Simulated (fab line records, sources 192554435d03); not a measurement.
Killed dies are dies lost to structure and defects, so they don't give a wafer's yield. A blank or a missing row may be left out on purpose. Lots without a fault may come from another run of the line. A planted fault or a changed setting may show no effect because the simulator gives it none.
Which tool did it? | flow n5_finfet | 12 lots, 33 wafers sampled, at 4 steps of a route of 1938

WHAT THE GAUGES READ, wafer by wafer
N5_BEOL_M6_THK_MEAS_01. Usual: M6_ILD_THK 154.8 nm, standard deviation 2.4.
lot  | measured     | on            | M6_ILD_THK (nm)   | flag
L441 | day 9 05:21  | film_metro-01 | 157.4 159.0 155.2 |
L443 | day 9 17:32  | film_metro-02 | 151.3 151.5 153.5 |
L444 | day 9 17:56  | film_metro-01 | 154.4 155.0       |
L446 | day 10 09:12 | film_metro-02 | 152.9 154.3       |
L448 | day 11 03:46 | film_metro-02 | 150.8 155.2 152.1 |
L450 | day 11 17:52 | film_metro-02 | 157.7 157.7 157.2 |
L452 | day 11 22:11 | film_metro-01 | 154.9 154.9       |
L451 | day 12 00:07 | film_metro-01 | 149.6 151.8 152.5 |
L456 | day 12 19:29 | film_metro-01 | 150.6 151.7 155.8 |
L458 | day 13 19:22 | film_metro-02 | 154.4 209.3 158.1 | OFF
L461 | day 14 11:42 | film_metro-02 | 158.1 213.5 158.5 | OFF
L463 | day 14 20:27 | film_metro-01 | 153.6 155.1 157.5 |

WHICH TOOL RAN EACH LOT (tool, then ch and the chambers of the sampled wafers, then the start)
lot  | N5_BEOL_M5_ANNEAL_84         | N5_BEOL_M5_CO_CAP_78             | N5_BEOL_M6_ILD_DEP_00
L441 | pvd_sputter-02, day 9 01:32  | cvd_co-01 ch 0,1,2, day 9 04:31  | pecvd-04 ch 0,1,2, day 9 04:46
L443 | pvd_sputter-01, day 9 13:32  | cvd_co-02 ch 1,2, day 9 16:41    | pecvd-03 ch 0,1,2, day 9 16:56
L444 | pvd_sputter-03, day 9 13:50  | cvd_co-02 ch 0,1, day 9 17:05    | pecvd-04 ch 1, day 9 17:20
L446 | pvd_sputter-03, day 10 04:56 | cvd_co-02 ch 1,2, day 10 07:54   | pecvd-03 ch 0,2, day 10 08:09
L448 | pvd_sputter-03, day 10 23:40 | cvd_co-01 ch 0,1,2, day 11 02:56 | pecvd-03 ch 0,1,2, day 11 03:11
L450 | pvd_sputter-02, day 11 14:04 | cvd_co-01 ch 0,1,2, day 11 17:04 | pecvd-01 ch 0,1,2, day 11 17:18
L452 | pvd_sputter-01, day 11 18:23 | cvd_co-01 ch 2, day 11 21:21     | pecvd-01 ch 1,2, day 11 21:36
L451 | pvd_sputter-02, day 11 19:59 | cvd_co-02 ch 0,1,2, day 11 23:17 | pecvd-03 ch 0,2, day 11 23:32
L456 | pvd_sputter-03, day 12 15:11 | cvd_co-01 ch 1,2, day 12 18:37   | pecvd-03 ch 1,2, day 12 18:54
L458 | pvd_sputter-03, day 13 15:00 | cvd_co-02 ch 1,2, day 13 18:25   | pecvd-01 ch 1,2, day 13 18:40
L461 | pvd_sputter-01, day 14 05:16 | cvd_co-01 ch 0,1,2, day 14 10:22 | pecvd-01 ch 0,1,2, day 14 10:36
L463 | pvd_sputter-01, day 14 16:03 | cvd_co-01 ch 0,1, day 14 19:08   | pecvd-03 ch 0,2, day 14 19:23
- N5_BEOL_M5_ANNEAL_84: time 1800 s.
- N5_BEOL_M5_CO_CAP_78: material Co, precursor CCTBA/H2, target thk 2 nm, time 102.1 s.
- N5_BEOL_M6_ILD_DEP_00: deposits SiCOH lowk from DEMS/porogen, target thk 179.75 nm, time 33.4 s.

WHAT THE TOOLS THEMSELVES READ (means of the sampled wafers that have a number; where no wafer has one, the mark that the record gives instead)
N5_BEOL_M5_ANNEAL_84. Usual: heater_power_w 833 W, standard deviation 83.
lot  | tool           | heater_power_w (W) | flag
L441 | pvd_sputter-02 | 862                |
L443 | pvd_sputter-01 | 820                |
L444 | pvd_sputter-03 | 741                |
L446 | pvd_sputter-03 | 700                |
L448 | pvd_sputter-03 | 693                |
L450 | pvd_sputter-02 | 909                |
L452 | pvd_sputter-01 | 810                |
L451 | pvd_sputter-02 | 897                |
L456 | pvd_sputter-03 | 782                |
L458 | pvd_sputter-03 | 766                |
L461 | pvd_sputter-01 | 852                |
L463 | pvd_sputter-01 | 786                |

N5_BEOL_M5_CO_CAP_78. Usual: heater_power_w 239 W, standard deviation 11.
lot  | tool      | heater_power_w (W) | flag
L441 | cvd_co-01 | 232                |
L443 | cvd_co-02 | 246                |
L444 | cvd_co-02 | 234                |
L446 | cvd_co-02 | 248                |
L448 | cvd_co-01 | 235                |
L450 | cvd_co-01 | 233                |
L452 | cvd_co-01 | 226                |
L451 | cvd_co-02 | 244                |
L456 | cvd_co-01 | 232                |
L458 | cvd_co-02 | 253                |
L461 | cvd_co-01 | 235                |
L463 | cvd_co-01 | 242                |

N5_BEOL_M6_ILD_DEP_00. Usual: heater_power_w 277 W, standard deviation 37; showerhead_plenum_p_Torr 5.734 Torr, standard deviation 0.016; throttle_valve_pct 14.1 %, standard deviation 0.98.
lot  | tool     | heater_power_w (W) | showerhead_plenum_p_Torr (Torr) | throttle_valve_pct (%) | flag
L441 | pecvd-04 | 263                | 5.716                           | 14.2                   |
L443 | pecvd-03 | 281                | 5.744                           | 14.0                   |
L444 | pecvd-04 | 307                | 5.732                           | 14.7                   |
L446 | pecvd-03 | 284                | 5.744                           | 13.8                   |
L448 | pecvd-03 | 271                | 5.751                           | 14.0                   |
L450 | pecvd-01 | 268                | 5.735                           | 14.4                   |
L452 | pecvd-01 | 230                | 5.740                           | 14.6                   |
L451 | pecvd-03 | 307                | 5.741                           | 14.2                   |
L456 | pecvd-03 | 241                | 5.741                           | 14.1                   |
L458 | pecvd-01 | 266                | 5.733                           | 15.0                   |
L461 | pecvd-01 | 270                | 5.729                           | 14.3                   |
L463 | pecvd-03 | 291                | 5.742                           | 14.1                   |

THE ANSWER, worked out from the rows above alone
Rule: a lot is off if the mean of its wafers that have a number lies more than 3 standard deviations from the usual mean. A lot without any number at a reading at which 4 lots or more have one is off too. The other lots that the step has rows for count as sound. The gauges are gone through in route order, then the tools' own readings, and for those a lot's mean is taken as printed above. The first step at which some lot is off is used, and at that step the reading that is off furthest; a lot without a number counts as furthest.
Off: L458, L461, at N5_BEOL_M6_THK_MEAS_01 (M6_ILD_THK).
A tool fits if, at a process step before that reading, it ran every lot that is off, and no sound lot after the first of them. The gauges at N5_BEOL_M6_THK_MEAS_01 are tried like those tools. Can't be told from this: 2 tools fit, pecvd-01 at N5_BEOL_M6_ILD_DEP_00, film_metro-02 at N5_BEOL_M6_THK_MEAS_01.

WHAT THE SIMULATOR HAD PUT IN
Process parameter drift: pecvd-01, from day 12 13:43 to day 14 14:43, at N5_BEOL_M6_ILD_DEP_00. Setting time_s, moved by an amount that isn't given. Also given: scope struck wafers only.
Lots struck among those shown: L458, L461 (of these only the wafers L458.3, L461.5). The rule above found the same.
